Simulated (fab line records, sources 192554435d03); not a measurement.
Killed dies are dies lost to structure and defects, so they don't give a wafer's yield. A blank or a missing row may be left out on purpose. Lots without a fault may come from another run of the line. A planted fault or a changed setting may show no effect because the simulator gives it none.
One fault seen from 2 desks | flow n5_finfet | each desk has only its own numbers; what lay behind them comes last

THE METROLOGY DESK
What the gauges read, lot by lot, whatever tool the lot ran on: means of the sampled wafers that have a number. A lot is out of limits, marked OUT, if its mean lies more than 4 standard deviations from the usual mean; the brackets give that distance. Of its 11 readings 7 are shown: those that lie furthest out on some lot.
Columns: A = cd_nm at N5_BEOL_M4_CD_MEAS_18, usual 17.9 nm; B = DIBL_P at N5_BEOL_M4_RC_MEAS_101, usual 36.7 mV/V; C = IOFF_P at N5_BEOL_M4_RC_MEAS_101, usual 0.22 nA/um; D = ION_P at N5_BEOL_M4_RC_MEAS_101, usual 462 uA/um; E = SS_N at N5_BEOL_M4_RC_MEAS_101, usual 71.5 mV/dec; F = VT_N at N5_BEOL_M4_RC_MEAS_101, usual 249 mV; G = VT_P at N5_BEOL_M4_RC_MEAS_101, usual -250 mV
lot  | first seen here | A    | B    | C    | D   | E    | F   | G
L545 | day 8 00:52     | 17.8 | 39.1 | 0.29 | 473 | 72.4 | 248 | -245
L548 | day 8 10:29     | 18.3 | 36.9 | 0.21 | 462 | 71.8 | 251 | -250
L552 | day 10 00:49    | 18.0 | 37.8 | 0.20 | 461 | 71.0 | 251 | -251
L551 | day 10 01:28    | 17.5 | 37.2 | 0.23 | 469 | 71.3 | 248 | -247
L553 | day 10 05:14    | 17.9 | 37.0 | 0.21 | 462 | 71.9 | 250 | -250
L562 | day 12 17:22    | 17.5 | 34.9 | 0.18 | 457 | 70.9 | 254 | -254
L564 | day 13 05:51    | 17.9 | 37.2 | 0.21 | 457 | 71.4 | 248 | -254
L566 | day 13 12:26    | 17.9 | 36.4 | 0.21 | 457 | 71.4 | 250 | -251
L567 | day 14 23:26    | 18.5 | 37.1 | 0.24 | 467 | 71.8 | 247 | -247
This desk's finding: nothing out of limits on any of the 9 lots.

THE TOOL OWNER'S DESK: rie_diel-02
The tool's own readings at N5_BEOL_M4_ETCHBACK_99 (etches SiO2 in CHF3, target depth 5 nm, time 10.4 s): means of the sampled wafers that have a number, for each lot that ran on this tool. A lot is out of limits, marked OUT, if its mean lies more than 4 standard deviations from the usual mean; the brackets give that distance.
Columns: A = drypump_motor_current_A at N5_BEOL_M4_ETCHBACK_99, usual 5.5 A; B = oes_f_703_au at N5_BEOL_M4_ETCHBACK_99, usual 0.75 a.u.; C = oes_product_au at N5_BEOL_M4_ETCHBACK_99, usual 0.75 a.u.; D = rf_vpp_V at N5_BEOL_M4_ETCHBACK_99, usual 241 V; E = showerhead_plenum_p_Torr at N5_BEOL_M4_ETCHBACK_99, usual 2.14 Torr; F = throttle_valve_pct at N5_BEOL_M4_ETCHBACK_99, usual 17.29 %
lot  | first seen here | A   | B    | C    | D   | E    | F
L545 | day 8 08:25     | 5.8 | 0.77 | 0.77 | 236 | 2.10 | 17.04
L548 | day 8 21:17     | 5.8 | 0.76 | 0.76 | 237 | 2.10 | 17.06
L551 | day 10 06:38    | 5.2 | 0.73 | 0.92 | 240 | 2.11 | 17.26
L553 | day 10 10:05    | 5.2 | 0.73 | 1.02 | 240 | 2.18 | 17.25
L564 | day 14 04:16    | 5.8 | 0.72 | 0.71 | 240 | 2.11 | 17.28
This desk's finding: nothing out of limits on any of the 5 lots.

PUT TOGETHER
The metrology desk saw nothing out of limits.
The tool owner's desk saw nothing out of limits.

WHAT THE SIMULATOR HAD PUT IN
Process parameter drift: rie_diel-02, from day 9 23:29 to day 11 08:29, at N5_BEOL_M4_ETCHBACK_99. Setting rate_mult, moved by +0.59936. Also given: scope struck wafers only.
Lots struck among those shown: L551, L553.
